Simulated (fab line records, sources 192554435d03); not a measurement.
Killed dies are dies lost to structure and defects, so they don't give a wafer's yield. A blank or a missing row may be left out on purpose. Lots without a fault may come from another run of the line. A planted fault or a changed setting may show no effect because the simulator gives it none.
Split-lot experiment | flow n5_finfet | 7 lots, 21 wafers read, on a route of 1938 steps

THE SPLIT
At N5_BEOL_M2_COAT_76 (time 60 s, resist thk 5 nm), the setting spin_rpm was moved away from the recipe's 1500 rpm on 6 of the 21 wafers read, by -8.5% to +7.9%. The other wafers ran this setting at the recipe's value.

FROM THE SPLIT TO THE READING: what the file shows between them, 6 steps
- N5_BEOL_M2_COAT_22: resist thk 30 nm
- N5_BEOL_M2_EBR_24
- N5_BEOL_M2_DESCUM_33: chemistry O2, time 7 s
- N5_BEOL_M2_ETCH_77: etches underlayer in N2/H2, target depth 6.5 nm, time 5.2 s
- N5_BEOL_M2_ETCH_69: etches SiARC in CF4, target depth 15.6 nm, time 26 s (also split here: bias_w)
- N5_BEOL_M2_ALD_98: deposits SiO2, target thk 2.5 nm, pulse time 1 s, co reactant pulse time 1 s

THE READING
CAR-EUV_of_BEOL_M2_COAT_22.thk_nm (the simulator's own value, which no gauge read), in nm, at N5_BEOL_M2_ETCHBACK_99 (etches SiO2 in CHF3, target depth 5 nm, time 10.4 s). The file gives no usual value for it. The 15 wafers here that ran the recipe average 10.5 nm, standard deviation 0.098 nm.

wafer  | tool, chamber at the split | spin_rpm as run, rpm | against the recipe | CAR-EUV_of_BEOL_M2_COAT_22.thk_nm, nm | against lot-mates on the recipe
L078.2 | litho_track-02, 0          | 1414                 | -5.7%              | 10.2                                  | -0.2
L078.3 | litho_track-02, 0          | 1500                 | recipe             | 10.4                                  | -
L078.5 | litho_track-02, 0          | 1500                 | recipe             | 10.4                                  | -
L085.1 | litho_track-05, 0          | 1551                 | +3.4%              | 10.6                                  | +0.0
L085.4 | litho_track-05, 0          | 1500                 | recipe             | 10.6                                  | -
L085.5 | litho_track-05, 0          | 1500                 | recipe             | 10.6                                  | -
L086.1 | litho_track-02, 0          | 1500                 | recipe             | 10.4                                  | -
L086.5 | litho_track-02, 0          | 1500                 | recipe             | 10.4                                  | -
L086.6 | litho_track-02, 0          | 1500                 | recipe             | 10.4                                  | -
L092.1 | litho_track-05, 0          | 1500                 | recipe             | 10.4                                  | -
L092.4 | litho_track-05, 0          | 1500                 | recipe             | 10.4                                  | -
L092.6 | litho_track-05, 0          | 1500                 | recipe             | 10.4                                  | -
L093.2 | litho_track-04, 0          | 1372                 | -8.5%              | 10.2                                  | -0.4
L093.6 | litho_track-04, 0          | 1372                 | -8.5%              | 10.2                                  | -0.4
L093.4 | litho_track-04, 0          | 1500                 | recipe             | 10.6                                  | -
L094.2 | litho_track-04, 0          | 1618                 | +7.9%              | 10.8                                  | +0.4
L094.6 | litho_track-04, 0          | 1618                 | +7.9%              | 10.8                                  | +0.4
L094.3 | litho_track-04, 0          | 1500                 | recipe             | 10.4                                  | -
L096.1 | litho_track-02, 0          | 1500                 | recipe             | 10.6                                  | -
L096.2 | litho_track-02, 0          | 1500                 | recipe             | 10.6                                  | -
L096.3 | litho_track-02, 0          | 1500                 | recipe             | 10.6                                  | -

THE FIT
A straight line over all 21 wafers: CAR-EUV_of_BEOL_M2_COAT_22.thk_nm changes by +0.0377 nm for each +1% of spin_rpm; r = +0.86; the points scatter about the line by 0.09 nm.
The same after taking each lot's own level away (the mean of its wafers on the recipe; 21 wafers): +0.0454 nm for each +1%; r = +0.98; scatter 0.041 nm.
On that fit, the largest move of spin_rpm shifts the reading by 0.39 nm.
The lots' own levels span 10.40 to 10.60 nm, that is 2.0 times the standard deviation above.
So the lot-to-lot level changes the slope: the two fits differ.
Check: with one of the wafers moved furthest among these (-8.5%) left out of the fit, the line predicts -0.385 nm for it against its lot-mates. It came out at -0.4 nm against them.

OTHER SPLITS ON THESE WAFERS
These wafers also went through other splits before the reading. Each is held against what the fit with the lots' levels taken away leaves over:
other split on the same wafers | wafers away from the commonest value | r with CAR-EUV_of_BEOL_M2_COAT_22.thk_nm (lot level and that fit taken away)
N5_BEOL_M1_COAT_73 spin_rpm    | 6                                    | +0.33
N5_BEOL_M1_ETCH_64 bias_w      | 7                                    | -0.09
N5_BEOL_M1_COAT_76 spin_rpm    | 9                                    | -0.35
N5_BEOL_M2_ETCH_69 bias_w      | 5                                    | -0.18

THE WHOLE CHAIN: every reading that the file lists as answering this split, in the file's order
step                   | what it does                                                | reading                                                                            | change (the file's fit)                | r (the file's)
N5_BEOL_M2_ETCH_77     | etches underlayer in N2/H2, target depth 6.5 nm, time 5.2 s | etch.depth_nm (the simulator's own value, which no gauge read)                     | -0.0256 nm for each +1% of the setting | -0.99
N5_BEOL_M2_ETCHBACK_99 | etches SiO2 in CHF3, target depth 5 nm, time 10.4 s         | CAR-EUV_of_BEOL_M2_COAT_22.thk_nm (the simulator's own value, which no gauge read) | +0.043 nm for each +1% of the setting  | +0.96

THE FILE'S OWN FIT
CAR-EUV_of_BEOL_M2_COAT_22.thk_nm changes by +0.043 nm for each +1% of spin_rpm, r = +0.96.
